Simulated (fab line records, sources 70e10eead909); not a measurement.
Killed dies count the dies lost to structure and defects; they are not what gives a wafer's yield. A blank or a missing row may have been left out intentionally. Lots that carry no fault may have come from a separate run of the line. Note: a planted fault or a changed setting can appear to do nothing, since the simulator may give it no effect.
Comparing a struck lot with a sound one | flow nand harc | 14 steps out of a route of 1159
Sound: these wafers, L671.2, L671.3, L671.6. Struck: wafers L666.3, L666.4, L666.6. The cause comes at the end.
For every step that has rows: the tool of each side, followed by ch and its chambers, followed by its first start. Under that, the readings that differ: sound wafers | struck wafers | difference of the means | sigmas: that difference in standard deviations of wafers without a fault.
alike: readings whose means differ by less than 2 such deviations, and words and numbers that are the same on both sides. not compared: withheld readings, readings that some wafer has no value for, bounds like >300 that may hide the same value, and numbers for which the record gives no deviation and whose values overlap.
Wherever a step has rows on one side only, a row that says differs or no value, or a row with sigmas, the two part there. Numbers that have no deviation but don't overlap get no sigmas and don't part them. A reading that every wafer of one side lacks parts them only if that side has two wafers or more.

NHARC_A_BLC_INSPECT_12:
  struck on defect inspect-02, day 23 09:23; sound on defect inspect-02, day 23 10:08
  alike: raw defect count
NHARC_A_BLC_DESCUM_15: chemistry O2, time 3 s.
  sound on rie diel-12 ch 2,3, day 23 10:11; struck on rie diel-02 ch 0,3, day 23 09:26
  alike: drypump motor current A, oes product au, rf vpp V, showerhead plenum p Torr, throttle valve pct
  not compared: rf hours counter h
then, 1 step without rows for these wafers: NHARC_A_BLC_ETCH_16 (etches the open film in CF4, target depth 39 nm, time 65 s).
NHARC_A_BLC_ETCH_17: etches the open film in N2/H2, target depth 390 nm, time 609.38 s.
  sound: rie diel-12 ch 1,3; struck: rie diel-02 ch 2,3
  reading               | sound             | struck            | difference | sigmas
  oes product au (a.u.) | 1.026 0.999 1.012 | 0.996 0.985 0.987 | -0.023     | -2
  alike: drypump motor current A, rf vpp V, showerhead plenum p Torr, throttle valve pct
  not compared: rf hours counter h
NHARC_A_BLC_ETCH_18: etches the open film in C4F8/O2/Ar, target depth 910 nm.
  sound: rie diel-12 ch 1,2; struck: rie diel-02 ch 0,1
  alike: oes product au, rf vpp V
  not compared: rf hours counter h
NHARC_A_BLC_CD_MEAS_19:
  struck on cd sem-03, day 23 10:25; sound on cd sem-03, day 23 11:20
  reading    | sound             | struck         | difference | sigmas
  cd nm (nm) | 103.3 103.5 102.5 | 98.2 97.0 97.7 | -5.5       | -2
NHARC_A_BLC_STRIP_29: strips in CF4.
  sound on rie diel-04 ch 0,2, day 23 11:25; struck on rie diel-04 ch 1,2,3, day 23 10:29
  alike: drypump motor current A, oes product au, rf vpp V, showerhead plenum p Torr, throttle valve pct
  not compared: rf hours counter h
then, 5 steps without rows for these wafers: NHARC_A_BLC_STRIP_21 (strips in O2); NHARC_A_BLC_STRIP_22 (strips in post etch residue remover, time 600 s); NHARC_A_BLC_DEGAS_30 (time 60 s); NHARC_A_BLC_PRE_CLEAN_31 (time 15 s); NHARC_A_BLC_PVD_32 (deposits Ti, target thk 5 nm, time 17.7 s).
NHARC_A_BLC_ALD_23: deposits TiN, target thk 3 nm, pulse time 1 s, ald cycles 150.
  sound on ald metal-04 ch 0,3, day 23 12:15; struck on ald metal-03 ch 0,3, day 23 11:29
  reading    | sound       | struck   | difference | sigmas
  ald cycles | 150 150 150 | 73 73 73 | -77        |
  alike: heater power outer w, heater power w, precursor pulse height rel
NHARC_A_BLC_CVD_24: deposits W, target thk 150 nm, time 434 s.
  sound: cvd w-02 ch 0,1; struck: cvd w-02 ch 0,1
  alike: chamber pressure Torr, heater power outer w, heater power w, throttle valve pct

WHERE THEY PART
Last at NHARC_A_BLC_CD_MEAS_19 as far as this record goes, first at NHARC_A_BLC_ETCH_17. Later steps at which nothing parts them and some readings are alike: NHARC_A_BLC_STRIP_29, NHARC_A_BLC_ALD_23, NHARC_A_BLC_CVD_24.

WHY: what had been put in by the simulator
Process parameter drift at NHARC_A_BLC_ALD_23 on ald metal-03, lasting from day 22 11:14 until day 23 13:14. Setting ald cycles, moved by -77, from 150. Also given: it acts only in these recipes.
